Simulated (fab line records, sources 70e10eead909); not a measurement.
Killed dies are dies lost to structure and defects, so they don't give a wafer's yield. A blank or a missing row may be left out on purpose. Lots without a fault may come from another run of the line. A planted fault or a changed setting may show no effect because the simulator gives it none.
Chamber matching | flow nand_harc | NHARC_P_M2_CMP_23 on cmp-01: 4 sister chambers
The step polishes, t overpolish 20 s, target thk 144.3 nm. 4 wafers are shown with their chamber, then 6 later ones without.

WAFERS WITH THEIR CHAMBER
wafer  | chamber | motor_current_A (A)
L779.1 | 2       | 10.3
L782.5 | 3       | 11.7
L782.6 | 0       | 11.4
L783.6 | 1       | 11.5

WAFERS WITHOUT THEIR CHAMBER
wafer  | motor_current_A (A)
L799.1 | 12.9
L799.4 | 11.4
L799.6 | 12.7
L798.1 | 12.9
L798.2 | 10.2
L798.4 | 10.9

WHICH CHAMBER EACH WENT THROUGH
wafer  | from the rows above               | in truth
L799.1 | can't be placed: 3 or 1 or 0 or 2 | 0
L799.4 | can't be placed: 0 or 1 or 3 or 2 | 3
L799.6 | can't be placed: 3 or 1 or 0 or 2 | 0
L798.1 | can't be placed: 3 or 1 or 0 or 2 | 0
L798.2 | can't be placed: 2 or 0 or 1 or 3 | 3
L798.4 | can't be placed: 0 or 1 or 2 or 3 | 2
Placed correctly: 0 of 6. Can't be placed from these rows: 6 (the true chamber is among the candidates in 6). Placed wrongly: 0.
How it was worked out, from the rows above alone: a wafer's distance from a chamber is the root of the sum, over the readings, of the square of ((its reading less the chamber's mean) divided by the reading's scatter). The wafer belongs to the nearest chamber; if the next one is less than 2 further off, it can't be placed. A chamber's mean is the mean of its shown wafers. The scatter: with one shown wafer a chamber, the root of the mean of the squares of how far each hidden wafer lies from its nearest shown one.
